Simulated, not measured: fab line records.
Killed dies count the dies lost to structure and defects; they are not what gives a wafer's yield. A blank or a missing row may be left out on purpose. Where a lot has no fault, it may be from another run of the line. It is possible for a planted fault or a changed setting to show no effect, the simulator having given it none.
fab line records	flow n5Finfet
[record] lots = 11	wafers = 33	lastDay = 19
route steps=1938 shown BEOL_M15@1820 MIM_TOP@1834 PASSIVATION@1936
lots that met no fault: from a run of the same line without faults
startH: hours from the record's first day to the start of the lot's first wafer shown	waitH: how many hours have passed since the lot's step before this one	" the same as in the row above	L1.1+2: one row covering several wafers at once	- no value present, or no start provided	* or withheld: withheld	< > ~ a bound
route shown NAME@n: a module of which the file shows steps, and the number in the route of the first	usual: mean/standard deviation of fault-free wafers	same: alike in all rows	chamber/n: place in a boat	sites: per-site readings	_std_site: standard deviation of those values	_edge_site: outer sites' mean less inner sites'	radiusMm: how far each site lies from the wafer's centre	mask NAME#n: copy n	behind: tool/chamber where the wafer was last shaped	hold: why the lot was held/for how many hours/how that ended	device: which transistor (n, p or np) failed to switch	end of line: the route-end tests of the same wafers	a step without rows: its recipe alone	killed: at the first sort, the dies lost to defects and structure; wafer yield is something else	map: a wafer's dies, marking killed ones x, the rest . and places with no die _
set.NAME: the run value of the setting; set.NAME@STEP: its run value at that earlier step	model.NAME: the simulator's own value behind a step, which no gauge read
the route's steps for a sample of lots (tables are steps, rows are wafers)
services: when a tool's chamber went out of use (startH, in hours from the record's first day, below 0 if earlier), for how many hours, and the reason
[[steps]]
[step N5_BEOL_M15_SPUTTER_44]
[recipe] material = Ta	targetThkA = 150	tempC = 50	biasV = 80	powerW = 15000	chamberPressurePa = 0.07	timeS = 24.19
[usual] substrateTempC = 50.00/0.12	throttleValvePct = 29.3/1.1
lot.wafer	tool	chamber	startH	waitH	substrateTempC	throttleValvePct
L771.1	pvdSputter-01	-	256.50	0.0	50.19	30.0
L771.2	"	-	"	"	50.06	28.7
L771.6	"	-	"	"	49.94	28.5
L774.2	pvdSputter-02	-	276.72	0.0	49.91	28.1
L774.3	"	-	"	"	50.16	27.0
L774.5	"	-	"	"	50.05	28.3
L772.2	pvdSputter-02	-	282.90	0.0	50.11	30.4
L772.3	"	-	"	"	50.06	30.2
L772.5	"	-	"	"	50.05	26.6
L776.1	pvdSputter-02	-	289.11	0.0	50.02	27.0
L776.3	"	-	"	"	49.86	28.4
L776.4	"	-	"	"	50.01	30.6
L775.3	pvdSputter-03	-	291.83	0.0	50.09	30.2
L775.4	"	-	"	"	49.77	29.8
L775.6	"	-	"	"	50.15	29.8
L779.1	pvdSputter-02	-	322.67	0.0	50.08	28.4
L779.2	"	-	"	"	49.97	30.3
L779.4	"	-	"	"	50.00	30.6
L780.1	pvdSputter-01	-	325.94	0.0	49.90	29.9
L780.4	"	-	"	"	49.84	28.5
L780.5	"	-	"	"	49.94	28.1
L777.3	pvdSputter-02	-	331.99	0.0	49.74	30.6
L777.4	"	-	"	"	50.06	26.8
L777.5	"	-	"	"	50.07	30.2
L782.1	pvdSputter-03	-	332.01	0.0	49.92	29.3
L782.2	"	-	"	"	50.20	29.3
L782.6	"	-	"	"	50.05	30.0
L788.2	pvdSputter-03	-	375.16	0.0	49.91	29.1
L788.4	"	-	"	"	49.98	29.4
L788.5	"	-	"	"	49.91	29.7
L793.2	pvdSputter-01	-	431.06	0.0	49.82	30.2
L793.3	"	-	"	"	50.14	29.9
L793.5	"	-	"	"	50.02	30.1
[step N5_BEOL_M15_SPUTTER_45]
[recipe] material = Cu	targetThkA = 1000	tempC = -20	biasV = 60	powerW = 26000	chamberPressurePa = 0.13	timeS = 16.67
[usual] substrateTempC = -20.00/0.11	throttleValvePct = 29.3/1.1
lot.wafer	tool	chamber	startH	waitH	substrateTempC	throttleValvePct
L771.1	pvdSputter-01	-	256.58	0.0	-20.15	30.5
L771.2	"	-	"	"	-20.15	28.9
L771.6	"	-	"	"	-20.02	28.6
L774.2	pvdSputter-02	-	276.80	0.0	-20.03	28.3
L774.3	"	-	"	"	-20.09	26.7
L774.5	"	-	"	"	-19.92	28.5
L772.2	pvdSputter-02	-	282.98	0.0	-19.85	30.3
L772.3	"	-	"	"	-20.02	30.4
L772.5	"	-	"	"	-19.81	26.6
L776.1	pvdSputter-02	-	289.19	0.0	-19.88	26.6
L776.3	"	-	"	"	-20.24	28.5
L776.4	"	-	"	"	-19.88	30.3
L775.3	pvdSputter-03	-	291.91	0.0	-20.04	30.1
L775.4	"	-	"	"	-20.05	29.7
L775.6	"	-	"	"	-19.93	29.7
L779.1	pvdSputter-02	-	322.75	0.0	-19.84	28.1
L779.2	"	-	"	"	-19.93	30.3
L779.4	"	-	"	"	-20.08	30.4
L780.1	pvdSputter-01	-	326.02	0.0	-20.06	30.0
L780.4	"	-	"	"	-19.95	28.4
L780.5	"	-	"	"	-19.96	28.5
L777.3	pvdSputter-02	-	332.07	0.0	-19.98	30.3
L777.4	"	-	"	"	-19.94	26.9
L777.5	"	-	"	"	-19.98	30.5
L782.1	pvdSputter-03	-	332.09	0.0	-19.95	29.5
L782.2	"	-	"	"	-20.21	29.0
L782.6	"	-	"	"	-20.04	29.9
L788.2	pvdSputter-03	-	375.24	0.0	-19.94	29.0
L788.4	"	-	"	"	-20.16	29.5
L788.5	"	-	"	"	-20.00	29.5
L793.2	pvdSputter-01	-	431.14	0.0	-19.97	30.1
L793.3	"	-	"	"	-20.03	30.3
L793.5	"	-	"	"	-20.00	30.2
[step N5_BEOL_M15_CMP_49]
[recipe] stopOn = SiO2	tOverpolishS = 4.9	downForcePsi = 2	platenRpm = 80	clearingPlatenDownForcePsi = 2	clearingPlatenRpm = 80	postCmpClean = cuAlkaline	targetThkNm = 850	clearingPlatenPadVelocityMS = 1.5917	padVelocityMS = 1.5917
[usual] barrierFieldEndpointS = 11.54/0.25	motorCurrentA = 7.5/1	overpolishRunS = 4.900/0.0097	slurryFilterDpKPa = 13.49/0.16
lot.wafer	tool	chamber	startH	waitH	barrierFieldEndpointS	motorCurrentA	overpolishRunS	slurryFilterDpKPa
L771.2	cmp-03	0	257.40	0.2	11.89	7.8	4.897	13.61
L771.1	"	3	"	"	11.75	7.4	4.909	13.59
L771.6	"	0	"	"	11.80	7.5	4.906	13.44
L774.2	cmp-03	1	277.45	0.2	11.69	8.4	4.902	13.32
L774.3	"	0	"	"	11.60	7.6	4.896	13.44
L774.5	"	2	"	"	11.06	7.8	4.878	13.55
L772.2	cmp-04	1	283.89	0.2	11.12	7.3	4.907	13.29
L772.3	"	2	"	"	11.22	9.6	4.915	13.49
L772.5	"	1	"	"	11.27	7.5	4.897	13.57
L776.4	cmp-04	0	290.05	0.3	11.46	7.0	4.909	13.29
L776.1	"	1	"	"	11.38	7.8	4.897	13.47
L776.3	"	2	"	"	11.43	9.7	4.901	13.36
L775.4	cmp-04	3	292.57	0.1	11.73	6.5	4.897	13.65
L775.3	"	0	"	"	11.58	7.1	4.899	13.47
L775.6	"	0	"	"	11.61	7.2	4.899	13.69
L779.1	cmp-03	1	323.41	0.3	11.46	8.7	4.882	13.39
L779.2	"	2	"	"	11.05	7.8	4.882	13.29
L779.4	"	0	"	"	11.83	7.3	4.908	13.59
L780.1	cmp-04	0	326.68	0.3	11.66	7.2	4.883	13.64
L780.4	"	1	"	"	11.66	7.4	4.889	13.30
L780.5	"	0	"	"	11.83	7.3	4.897	13.60
L777.4	cmp-04	1	332.72	0.1	11.29	7.7	4.902	13.43
L777.3	"	0	"	"	11.45	7.0	4.921	13.57
L777.5	"	1	"	"	11.44	7.4	4.895	13.25
L782.2	cmp-02	0	332.77	0.2	11.36	7.7	4.913	13.67
L782.1	"	1	"	"	11.44	6.9	4.904	13.39
L782.6	"	1	"	"	11.17	7.1	4.877	13.49
L788.2	cmp-04	0	376.35	0.2	11.25	7.1	4.903	13.18
L788.4	"	3	"	"	11.05	6.4	4.896	13.58
L788.5	"	1	"	"	11.06	7.4	4.907	13.30
L793.3	cmp-04	3	432.70	0.2	11.85	6.3	4.894	13.18
L793.2	"	2	"	"	12.06	9.5	4.901	13.51
L793.5	"	3	"	"	12.04	6.1	4.909	13.57
[step N5_MIM_TOP_ALD_00]
[recipe] material = Al2O3	targetThkA = *	tempC = withheld	aldPrecursorFamily = TMA	aldCoReactant = O3	pulseTimeS = withheld	purgeTimeS = 3	coReactantPurgeTimeS = withheld	coReactantPulseTimeS = 3	aldCycles = withheld
[usual] precursorPulseHeightRel = 1.001/0.02
lot.wafer	tool	chamber	startH	waitH	precursorPulseHeightRel
L771.1	aldHk-01	3	259.31	0.1	1.002
L771.2	"	1	"	"	1.005
L771.6	"	2	"	"	0.985
L774.2	aldHk-02	2	279.19	0.1	1.015
L774.3	"	1	"	"	1.005
L774.5	"	0	"	"	0.999
L772.2	aldHk-01	3	287.32	0.1	1.040
L772.3	"	0	"	"	1.008
L772.5	"	1	"	"	0.995
L776.1	aldHk-01	3	291.95	0.1	0.983
L776.3	"	2	"	"	0.990
L776.4	"	0	"	"	0.982
L775.3	aldHk-02	3	294.58	0.1	1.009
L775.4	"	1	"	"	1.006
L775.6	"	2	"	"	1.030
L779.1	aldHk-02	0	325.72	0.1	0.979
L779.2	"	3	"	"	0.991
L779.4	"	1	"	"	1.028
L780.1	aldHk-03	1	328.98	0.1	1.015
L780.4	"	3	"	"	0.978
L780.5	"	3	"	"	1.028
L777.3	aldHk-01	3	335.75	0.1	1.007
L777.4	"	1	"	"	0.972
L777.5	"	3	"	"	0.985
L782.1	aldHk-03	1	336.09	0.1	0.996
L782.2	"	2	"	"	0.994
L782.6	"	3	"	"	1.014
L788.2	aldHk-01	1	379.83	0.1	0.981
L788.4	"	3	"	"	1.002
L788.5	"	2	"	"	0.974
L793.2	aldHk-01	3	435.34	0.1	0.963
L793.3	"	2	"	"	0.964
L793.5	"	3	"	"	1.006
[step N5_PASSIVATION_PROBE_49]
[usual] defectLimitedYield = 91.3/1.4	killed_at_M0_to_M3 = 33/11	killed_at_M4_up = 15/6.2	killedAtContacts = 13/6.5	killedAtFrontEnd = 38/11	killedAtOther = 3.4/2.6	killedDies = 102/17	killedOpen = 67/12	killedShort = 34/7.9	sort_bin_5_function = 5.1/0.88	sort_bin_6_memory = 3.3/0.65	sortNPass = 1078/17	sortYieldPct = 91.3/1.4
[same] grossDies = 1180	killedAtBackSide = 0	sort_bin_4_leakage[%] = 0	sort_bin_8_speed[%] = 0
lot.wafer	tool	chamber	startH	waitH	defectLimitedYield[%]	killed_at_M0_to_M3	killed_at_M4_up	killedAtContacts	killedAtFrontEnd	killedAtOther	killedDies	killedOpen	killedShort	sort_bin_5_function[%]	sort_bin_6_memory[%]	sortNPass	sortYieldPct[%]
L774.2	prober-02	-	295.00	0.1	88.9	49	14	20	45	3	131	90	41	7.1	3.5	1049	88.9
L774.3	prober-02	-	295.05	0.1	89.1	43	23	15	43	5	129	85	43	6.4	4.2	1051	89.1
L774.5	prober-02	-	295.15	0.2	90.2	44	21	20	29	2	116	75	39	5.4	4.2	1064	90.2
L779.1	prober-02	-	340.37	0.0	89.4	34	26	12	44	9	125	85	40	6.4	4.0	1055	89.4
L779.2	prober-02	-	340.42	0.1	90.3	39	18	14	39	5	115	82	30	5.5	4.0	1065	90.3
L779.4	prober-02	-	340.52	0.2	90.1	37	8	14	49	9	117	63	51	5.9	3.1	1063	90.1
L788.2	prober-02	-	392.57	0.1	91.3	27	21	9	42	4	103	73	26	4.7	3.6	1077	91.3
L788.4	prober-02	-	392.67	0.2	81.4	19	129	12	52	7	219	68	44	11.1	5.5	961	81.4
L788.5	prober-02	-	392.72	0.2	90.8	23	21	23	41	0	108	81	27	5.2	3.8	1072	90.8
// killed by level:class
L774.2 MOL_CONTACT_COAG:geometricParticle:open=14 STI_FIN_REVEAL:geometricParticle:open=13 BEOL_M0_SAQP:geometricParticle:open=11 BEOL_M0_SAQP:geometricParticle:short=11 BEOL_M1:geometricParticle:open=9 BEOL_M2:geometricParticle:open=9 BEOL_M0:geometricParticle:open=6 BEOL_M4:geometricParticle:open=6
L774.3 FIN_SAQP:geometricParticle:short=11 MOL_CONTACT_COAG:geometricParticle:open=11 FIN_SAQP:geometricParticle:open=10 BEOL_M0_SAQP:geometricParticle:open=10 BEOL_M4:geometricParticle:open=9 BEOL_M0_SAQP:geometricParticle:short=9 BEOL_M1:geometricParticle:open=8 STI_FIN_REVEAL:geometricParticle:open=6
L774.5 MOL_CONTACT_COAG:geometricParticle:open=15 BEOL_M0_SAQP:geometricParticle:open=15 BEOL_M0_SAQP:geometricParticle:short=14 BEOL_M4:geometricParticle:open=8 FIN_SAQP:geometricParticle:short=7 BEOL_M3:geometricParticle:open=6 MOL_CONTACT_COAG:geometricParticle:short=5 DUMMY_GATE:geometricParticle:open=4
L779.1 BEOL_M4:geometricParticle:open=15 STI_FIN_REVEAL:geometricParticle:open=11 MOL_CONTACT_COAG:geometricParticle:open=10 FIN_SAQP:geometricParticle:open=9 GATE_CUT:geometricParticle:short=7 BEOL_M0_SAQP:geometricParticle:open=6 BEOL_M0_SAQP:geometricParticle:short=6 BEOL_M0:geometricParticle:open=6
L779.2 MOL_CONTACT_COAG:geometricParticle:open=12 BEOL_M2:geometricParticle:open=12 FIN_SAQP:geometricParticle:open=11 BEOL_M3:geometricParticle:open=11 FIN_SAQP:geometricParticle:short=10 BEOL_M4:geometricParticle:open=8 BEOL_M0_SAQP:geometricParticle:short=6 BEOL_M0_SAQP:geometricParticle:open=6
L779.4 FIN_SAQP:geometricParticle:short=17 FIN_SAQP:geometricParticle:open=13 BEOL_M0_SAQP:geometricParticle:short=9 MOL_CONTACT_COAG:geometricParticle:open=8 BEOL_M3:geometricParticle:open=8 MOL_CONTACT_COAG:geometricParticle:short=6 BEOL_M0_SAQP:geometricParticle:open=6 BEOL_M5:geometricParticle:open=6
L788.2 BEOL_M2:geometricParticle:open=11 BEOL_M4:geometricParticle:open=11 STI_FIN_REVEAL:geometricParticle:open=8 BEOL_M0_SAQP:geometricParticle:open=7 GATE_CUT:geometricParticle:short=7 FIN_SAQP:geometricParticle:open=6 MOL_CONTACT_COAG:geometricParticle:open=6 BEOL_M0_SAQP:geometricParticle:short=4
L788.4 BEOL_M15:unspecified=105 BEOL_M4:geometricParticle:open=15 FIN_SAQP:geometricParticle:short=10 GATE_CUT:geometricParticle:short=10 MOL_CONTACT_COAG:geometricParticle:open=9 FIN_SAQP:geometricParticle:open=8 STI_FIN_REVEAL:geometricParticle:open=6 BEOL_M0_SAQP:geometricParticle:short=5
L788.5 MOL_CONTACT_COAG:geometricParticle:open=19 BEOL_M4:geometricParticle:open=16 FIN_SAQP:geometricParticle:open=11 GATE_CUT:geometricParticle:short=9 BEOL_M2:geometricParticle:open=9 STI_FIN_REVEAL:geometricParticle:open=7 STARTING-WAFER:geometricParticle:open=6 MOL_CONTACT_COAG:geometricParticle:short=4
[[services]]
tool	chamber	startH	hours	kind
cmp-03	-	235.46	3.2	repair
cmp-02	-	237.45	4.0	pm
cmp-02	-	241.45	-	consumableReplace:conditioner
cmp-02	-	246.51	0.8	repair
cmp-04	-	263.49	6.0	pm
cmp-03	-	283.89	7.5	pm
cmp-02	-	289.29	2.2	repair
cmp-03	-	308.07	11.6	pm
aldHk-03	-	308.84	4.3	pm
cmp-02	-	319.89	0.4	repair
cmp-03	-	329.75	10.7	repair
aldHk-02	-	335.66	0.4	repair
cmp-02	-	348.41	0.5	repair
aldHk-02	-	350.93	0.7	repair
cmp-03	-	351.22	4.0	pm
cmp-03	-	355.22	-	consumableReplace:conditioner
cmp-03	-	355.22	-	consumableReplace:pad
pvdSputter-01	-	370.77	4.7	repair
cmp-02	-	373.54	8.1	pm
cmp-04	-	394.69	2.8	repair
cmp-03	-	410.12	1.4	repair
cmp-02	-	414.90	4.4	pm
cmp-02	-	424.35	1.7	repair
pvdSputter-01	-	435.16	11.8	repair
[[key]]
[firstSign] step = N5_PASSIVATION_PROBE_49	reading = killed_at_M4_up	direction = up	sigmas = 19	usual = 15	struck = 129
[effect] step = N5_PASSIVATION_PROBE_49	reading = defectLimitedYield	direction = down	sigmas = 7	usual = 91.3	struck = 81.4
[moreKillsBornAt] N5_BEOL_M15_SPUTTER_44@pvdSputter-03 = 105
metAt N5_BEOL_M15_SPUTTER_44
struckLots L788
struckWafers L788.4
notActingAt N5_BEOL_M15_SPUTTER_45,N5_BEOL_M15_CMP_49,N5_MIM_TOP_ALD_00
onsetBetween 332.01 375.16
[fault] kind = chamberParticleSource	tool = pvdSputter-03	chamber = -	onsetH = 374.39	steps = N5_BEOL_M15_SPUTTER_44	ratePerVisitCm2 = 0.53328	endH = 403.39	scope = struckWafersOnly
